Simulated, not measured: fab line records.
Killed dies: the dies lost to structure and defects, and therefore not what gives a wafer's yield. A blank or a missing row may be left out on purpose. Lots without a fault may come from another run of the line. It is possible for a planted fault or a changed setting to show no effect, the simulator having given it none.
Check for tools in common -- flow n5 finfet -- Sampled: 9 lots, 27 wafers

## WHY IT WAS OPENED
On 2 of the 9 lots, a flag is raised at N5_BEOL_M0_SAQP_THK_MEAS_05 on the reading thk nm. Wafers without a fault read 59.6 nm, standard deviation 0.82.
Rule: a lot gets a flag if all its wafers with a number sit over 4 standard deviations from that mean, or if no wafer of it has a number. As for the other lots, they are considered sound.

lot,measured,on,"thk nm (nm), wafer by wafer",flag
L669,day 6 03:33,film metro-01,60.3 59.2 61.2,
L670,day 6 10:38,film metro-01,60.8 59.8 61.1,
L672,day 6 19:19,film metro-01,50.5 51.4 51.7,FLAGGED
L673,day 7 07:37,film metro-01,49.7 50.3 51.5,FLAGGED
L678,day 8 13:23,film metro-01,59.3 59.8 60.1,
L679,day 8 20:17,film metro-01,58.5 60.1 59.8,
L682,day 9 09:35,film metro-01,58.8 59.8 60.6,
L688,day 10 23:45,film metro-01,59.3 59.4 58.9,
L689,day 11 04:55,film metro-01,57.6 57.4 59.0,
The numbers of the flagged lots are 50.9 nm on average: -8.8 nm against the usual, or -11 standard deviations.

## EACH LOT AND THE TOOL IT RAN ON
The record holds 2 process steps before the reading, out of a route of 1938 steps. Each cell gives the tool, then ch followed by the chambers the sampled wafers passed through, then the start.
lot,flag,N5_BEOL_M0_SAQP_PECVD_00,N5_BEOL_M0_SAQP_PECVD_04
L669,,"pecvd-02 ch 0,2, day 6 02:13","pecvd-03 ch 0,1, day 6 03:28"
L670,,"pecvd-02 ch 0,1, day 6 09:22","pecvd-03 ch 0,2, day 6 10:32"
L672,FLAGGED,"pecvd-04 ch 0,2, day 6 18:18","pecvd-03 ch 1,2, day 6 19:13"
L673,FLAGGED,"pecvd-03 ch 0,1, day 7 05:44","pecvd-03 ch 1,2, day 7 07:32"
L678,,"pecvd-03 ch 0,1, day 8 12:56","pecvd-04 ch 0,1,2, day 8 13:17"
L679,,"pecvd-02 ch 0,1,2, day 8 18:50","pecvd-02 ch 0,2, day 8 20:11"
L682,,"pecvd-02 ch 0,1,2, day 9 07:53","pecvd-02 ch 0,2, day 9 09:28"
L688,,"pecvd-02 ch 0,1,2, day 10 22:43","pecvd-02 ch 0,1, day 10 23:39"
L689,,"pecvd-02 ch 0,1,2, day 11 03:50","pecvd-04 ch 0,1,2, day 11 04:49"
These steps, and what they do:
- N5_BEOL_M0_SAQP_PECVD_00: deposits SiCN from 3MS/NH3, target thk 8 nm, time 14 s.
- N5_BEOL_M0_SAQP_PECVD_04: deposits a-Si from SiH4/He, target thk 60 nm, time 60.2 s.
- N5_BEOL_M0_SAQP_THK_MEAS_05

## FLAGGED AGAINST TOTAL, ONE TOOL AT A TIME (gauges that did the reading follow at the end)
step,tool,lots run,flagged,share of the flagged lots,sound lots run after its first flagged lot
N5_BEOL_M0_SAQP_PECVD_00,pecvd-02,6,0,none,-
N5_BEOL_M0_SAQP_PECVD_00,pecvd-03,2,1,some,1 (L678)
N5_BEOL_M0_SAQP_PECVD_00,pecvd-04,1,1,some,0
N5_BEOL_M0_SAQP_PECVD_04,pecvd-02,3,0,none,-
N5_BEOL_M0_SAQP_PECVD_04,pecvd-03,4,2,all,0
N5_BEOL_M0_SAQP_PECVD_04,pecvd-04,2,0,none,-
N5_BEOL_M0_SAQP_THK_MEAS_05,film metro-01,9,2,all,"5 (L678,L679,L682,L688,L689)"

## WHAT THE TABLE ALLOWS
Table rows that saw every flagged lot: 2, namely pecvd-03 at N5_BEOL_M0_SAQP_PECVD_04 and film metro-01 at N5_BEOL_M0_SAQP_THK_MEAS_05.
- pecvd-03 at N5_BEOL_M0_SAQP_PECVD_04 ran 4 lots, 2 of them flagged. Last sound lot L670 at day 6 10:32, first flagged lot L672 at day 6 19:13; a fault beginning in between fits.
- film metro-01 at N5_BEOL_M0_SAQP_THK_MEAS_05 ran 9 lots, 2 of them flagged. Lots that were sound ran on it after the first flagged one (L678, L679, L682, L688, L689); a persistent fault on the entire tool would not allow that.
Left over: one tool, pecvd-03 at N5_BEOL_M0_SAQP_PECVD_04.

## WHAT THE SIMULATOR HAD INSERTED
Site profile drift: pecvd-03, from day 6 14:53 on, at N5_BEOL_M0_SAQP_PECVD_04. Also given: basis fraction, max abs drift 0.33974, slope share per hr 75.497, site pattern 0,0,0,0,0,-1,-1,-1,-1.
Shown lots that were struck: L672, L673. The same result came from the rule above.
